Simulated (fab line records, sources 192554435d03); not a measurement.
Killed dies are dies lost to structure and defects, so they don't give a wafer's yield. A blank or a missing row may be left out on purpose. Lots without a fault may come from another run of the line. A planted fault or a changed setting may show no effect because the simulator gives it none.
A struck lot beside a sound one | flow n5_finfet | 29 steps out of a route of 1938
Sound: wafers L728.3, L728.4, L728.6. Struck: wafers L735.4, L735.5, L735.6. The cause comes at the end.
At each step with rows: each side's tool, then ch and its chambers, then its first start. Under that, the readings that differ: sound wafers | struck wafers | difference of the means | sigmas: that difference in standard deviations of wafers without a fault.
alike: readings whose means differ by less than 2 such deviations, and words and numbers that are the same on both sides. not compared: withheld readings, readings that some wafer has no value for, bounds like >300 that may hide the same value, and numbers for which the record gives no deviation and whose values overlap.
The two part at a step that has a row with sigmas, a row that says differs or no value, or rows on one side only. Numbers that don't overlap but have no deviation are shown without sigmas and don't part them. A reading that every wafer of one side lacks parts them only if that side has two wafers or more.

first, 2 steps without rows for these wafers: N5_STI_FIN_REVEAL_DENSIFY_02 (time 1800 s); N5_STI_FIN_REVEAL_CMP_04 (polishes, stops on Si3N4, t overpolish 4 s, target thk 131.83 nm).
N5_STI_FIN_REVEAL_THK_MEAS_05:
  sound on film_metro-01, day 3 10:32; struck on film_metro-01, day 5 06:38
  alike: thk_nm
N5_STI_FIN_REVEAL_DENSIFY_30:
  sound on rtp_anneal-01 ch 0, day 3 10:37; struck on rtp_anneal-02 ch 0, day 5 06:47
  alike: lamp_power_pct
  not compared: wafer_temp_C_max
N5_STI_FIN_REVEAL_ETCHBACK_08: etches SiO2 in C4F6/O2, target depth 30.5 nm, time 10.167 s.
  sound on rie_diel-03 ch 0,3, day 3 10:46; struck on rie_diel-05 ch 1,2, day 5 06:57
  alike: C4F6_flow_sccm, chamber_pressure_mTorr, drypump_motor_current_A, oes_product_au, rf_vpp_V, showerhead_plenum_p_Torr, throttle_valve_pct
  not compared: rf_hours_counter_h
then, 5 steps without rows for these wafers: N5_STI_FIN_REVEAL_STRIP_24 (strips in N2/H2, time 90 s); N5_STI_FIN_REVEAL_PRECLEAN_25 (cleans in SPM, time 90 s); N5_STI_FIN_REVEAL_PRECLEAN_26 (cleans in SC1, time 45 s); N5_STI_FIN_REVEAL_PRECLEAN_29 (cleans in DHF, time 30 s); N5_STI_FIN_REVEAL_SRD_12 (time 30 s).
N5_STI_FIN_REVEAL_RECESS_09: chemistry HF/NH3, target SiO2, afs cycles 11, target depth 42.5 nm, sublimation time 60 s.
  sound on vapor_etch-02 ch 0,1, day 3 11:33; struck on vapor_etch-02 ch 0,1, day 5 07:44
  alike: drypump_motor_current_A
then, 1 step without rows for these wafers: N5_STI_FIN_REVEAL_STRIP_16 (strips SiNx in H3PO4, target depth 23.8 nm).
N5_STI_FIN_REVEAL_PRECLEAN_17: cleans in NF3:NH3, afs cycles 1, time 20 s, sublimation time 60 s.
  sound on remote_plasma-01 ch 0, day 3 12:58; struck on remote_plasma-02 ch 0, day 5 09:11
  alike: rf_power_w
then, 1 step without rows for these wafers: N5_STI_FIN_REVEAL_ETCH_34 (etches Si in H2, material Si, target depth 0.97 nm).
N5_STI_FIN_REVEAL_OXIDATION_31: chemistry O2 PLASMA REMOTE, time 20 s.
  sound on plasma_asher-02 ch 0,1, day 3 13:11; struck on plasma_asher-02 ch 0,1, day 5 09:22
  alike: chamber_pressure_mTorr, drypump_motor_current_A, heater_power_w
  not compared: rf_hours_counter_h
then, 3 steps without rows for these wafers: N5_STI_FIN_REVEAL_PRECLEAN_32 (cleans in NF3:NH3, afs cycles 1, time 20 s, sublimation time 60 s); N5_STI_FIN_REVEAL_STRIP_35 (strips Si3N4 in H3PO4, target depth 4 nm, time 39 s); N5_STI_FIN_REVEAL_SRD_21 (time 30 s).
N5_STI_FIN_REVEAL_OXIDATION_33: chemistry O2 PLASMA REMOTE, time 20 s.
  sound on plasma_asher-01 ch 0,1, day 3 13:32; struck on plasma_asher-01 ch 0,1, day 5 09:44
  alike: chamber_pressure_mTorr, drypump_motor_current_A, heater_power_w
  not compared: rf_hours_counter_h
then, 2 steps without rows for these wafers: N5_STI_FIN_REVEAL_CLEAN_19 (cleans in O3/DIW, time 120 s); N5_STI_FIN_REVEAL_SRD_23 (time 30 s).
N5_STI_FIN_REVEAL_CD_MEAS_22: target cd 6.238 nm, pitch 28 nm.
  sound on cd_sem-03, day 3 13:41; struck on cd_sem-01, day 5 09:52
  alike: cd_nm
N5_STI_FIN_REVEAL_FIN_H_MEAS_10:
  sound on ocd-02, day 3 13:43; struck on ocd-01, day 5 09:54
  alike: trench_depth_nm
then, 2 steps without rows for these wafers: N5_STI_FIN_REVEAL_PRECLEAN_18 (cleans in SC2, time 45 s); N5_STI_FIN_REVEAL_SRD_28 (time 30 s).
N5_STI_FIN_REVEAL_INSPECT_13: inspects for defects (darkfield).
  sound on defect_inspect-01, day 3 13:50; struck on defect_inspect-01, day 5 09:59
  reading          | sound  | struck      | difference | sigmas
  raw_defect_count | 7 11 8 | 771 786 745 | +759       | +99 or more
then, 1 step without rows for these wafers: N5_DUMMY_GATE_PRECLEAN_00 (cleans in O3/DIW, time 60 s).
-- the record jumps here: 5 days lie between the struck wafers' starts before and after (it left off in module DUMMY_GATE and takes up again in module BEOL_M4, whose first step shown is number 1111 of the route) --
N5_BEOL_M4_RC_MEAS_101:
  sound on prober-01 ch 0, day 9 07:32; struck on prober-01 ch 0, day 10 16:01
  alike: DIBL_N, DIBL_P, IOFF_N, IOFF_P, ION_N, ION_P, SS_N, SS_P, VT_N, VT_P
-- the record jumps here: 4 days lie between the struck wafers' starts before and after (it left off in module BEOL_M4 and takes up again in module PASSIVATION, whose first step shown is number 1936 of the route) --
N5_PASSIVATION_PROBE_49:
  the record has rows for the struck wafers here (prober-01, day 14 16:13) and none for the sound ones

WHERE THEY PART
First at N5_STI_FIN_REVEAL_INSPECT_13; last, within this record, at N5_PASSIVATION_PROBE_49.

WHY: what the simulator had put in
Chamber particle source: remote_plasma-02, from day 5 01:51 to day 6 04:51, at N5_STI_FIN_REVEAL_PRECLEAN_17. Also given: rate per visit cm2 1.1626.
